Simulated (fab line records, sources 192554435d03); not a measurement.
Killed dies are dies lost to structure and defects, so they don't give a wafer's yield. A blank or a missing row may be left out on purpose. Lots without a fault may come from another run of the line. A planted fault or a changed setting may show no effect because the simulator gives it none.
One fault seen from 3 desks | flow n5_finfet | each desk has only its own numbers; what lay behind them comes last

THE METROLOGY DESK
What the gauges read, lot by lot, whatever tool the lot ran on: means of the sampled wafers that have a number. A lot is out of limits, marked OUT, if its mean lies more than 4 standard deviations from the usual mean; the brackets give that distance. Of its 12 readings 7 are shown: those that lie furthest out on some lot.
Columns: A = M1_RS at N5_BEOL_M1_RS_MEAS_58, usual 0.67 ohm/sq; B = IOFF_P at N5_BEOL_M4_RC_MEAS_101, usual 0.21 nA/um; C = ION_P at N5_BEOL_M4_RC_MEAS_101, usual 464 uA/um; D = SS_N at N5_BEOL_M4_RC_MEAS_101, usual 71.5 mV/dec; E = SS_P at N5_BEOL_M4_RC_MEAS_101, usual 73.3 mV/dec; F = VT_N at N5_BEOL_M4_RC_MEAS_101, usual 250 mV; G = VT_P at N5_BEOL_M4_RC_MEAS_101, usual -250 mV
lot  | first seen here | A    | B    | C   | D    | E    | F   | G
L777 | day 6 15:44     | 0.67 | 0.28 | 475 | 71.7 | 74.2 | 246 | -245
L778 | day 6 18:54     | 0.64 | 0.21 | 458 | 71.1 | 72.7 | 251 | -249
L780 | day 7 07:20     | 0.62 | 0.23 | 470 | 71.1 | 74.3 | 247 | -250
L781 | day 7 12:32     | 0.68 | 0.19 | 455 | 71.4 | 72.9 | 253 | -253
L782 | day 7 15:51     | 0.67 | 0.21 | 473 | 71.2 | 72.6 | 249 | -248
L791 | day 11 14:05    | 0.65 | 0.20 | 465 | 72.3 | 73.1 | 250 | -249
L797 | day 11 17:01    | 0.67 | 0.19 | 462 | 71.5 | 73.2 | 247 | -254
L793 | day 11 19:05    | 0.68 | 0.23 | 477 | 71.5 | 73.7 | 248 | -249
L790 | day 11 21:05    | 0.71 | 0.23 | 468 | 71.8 | 74.0 | 250 | -249
L796 | day 11 23:40    | 0.66 | 0.22 | 463 | 72.0 | 73.5 | 248 | -248
This desk's finding: nothing out of limits on any of the 10 lots.

THE DEFECT DESK
What the inspections along the route counted, lot by lot: means of the sampled wafers that have a number. A lot is out of limits, marked OUT, if its mean lies more than 4 standard deviations from the usual mean; the brackets give that distance.
Columns: A = raw_defect_count at N5_BEOL_M1_INSPECT_59, usual 66
lot  | first seen here | A
L777 | day 6 15:46     | 59
L778 | day 6 18:55     | 95
L780 | day 7 07:22     | 84
L781 | day 7 12:33     | 62
L782 | day 7 15:53     | 72
L791 | day 11 14:07    | 28
L797 | day 11 17:02    | 80
L793 | day 11 19:06    | 72
L790 | day 11 21:07    | 68
L796 | day 11 23:41    | 76
This desk's finding: nothing out of limits on any of the 10 lots.

THE TOOL OWNER'S DESK: rie_diel-04
The tool's own readings at N5_BEOL_M2_ETCH_63 (etches SiARC in CF4, target depth 15.6 nm, time 26 s): means of the sampled wafers that have a number, for each lot that ran on this tool. A lot is out of limits, marked OUT, if its mean lies more than 4 standard deviations from the usual mean; the brackets give that distance.
Columns: A = bias_w at N5_BEOL_M2_ETCH_63, usual 36.00 W; B = drypump_motor_current_A at N5_BEOL_M2_ETCH_63, usual 5.9 A; C = etch_rf_on_time_s at N5_BEOL_M2_ETCH_63, usual 25.8 s; D = oes_product_au at N5_BEOL_M2_ETCH_63, usual 0.69 a.u.; E = rf_vpp_V at N5_BEOL_M2_ETCH_63, usual 184.0 V; F = showerhead_plenum_p_Torr at N5_BEOL_M2_ETCH_63, usual 2.15 Torr; G = throttle_valve_pct at N5_BEOL_M2_ETCH_63, usual 15.61 %
lot  | first seen here | A     | B   | C               | D    | E     | F    | G
L780 | day 7 08:51     | 35.95 | 5.6 | 24.7            | 0.78 | 182.9 | 2.10 | 15.27
L797 | day 11 19:37    | 36.02 | 6.0 | 25.2            | 0.73 | 184.0 | 2.15 | 15.56
L793 | day 11 20:14    | 36.02 | 5.6 | 21.8 (-4.3) OUT | 0.83 | 184.5 | 2.11 | 15.44
L790 | day 11 23:46    | 35.95 | 5.8 | 19.9 (-6.3) OUT | 0.88 | 182.8 | 2.13 | 15.50
L796 | day 12 02:50    | 35.94 | 6.3 | 20.4 (-5.8) OUT | 0.78 | 183.2 | 2.10 | 15.92
This desk's finding: out of limits on L790, L793, L796; first on L793, day 11 20:14 (etch_rf_on_time_s at N5_BEOL_M2_ETCH_63). In limits: L780, L797.

PUT TOGETHER
The tool owner's desk could have raised an alarm at day 11 20:14, on L790, L793, L796.
The metrology desk saw nothing out of limits.
The defect desk saw nothing out of limits.
The metrology desk has L790, L793, L796 on record, within its limits.
The defect desk has L790, L793, L796 on record, within its limits.
Of the lots named, all ran N5_BEOL_M2_ETCH_63 on rie_diel-04.

WHAT THE SIMULATOR HAD PUT IN
Process parameter drift: rie_diel-04, from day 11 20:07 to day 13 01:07, at N5_BEOL_M2_ETCH_63. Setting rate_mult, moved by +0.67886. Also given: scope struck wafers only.
Lots struck among those shown: L790, L793, L796.
Hours from the fault's start to each desk's first reading out of limits: the tool owner's desk, 0.
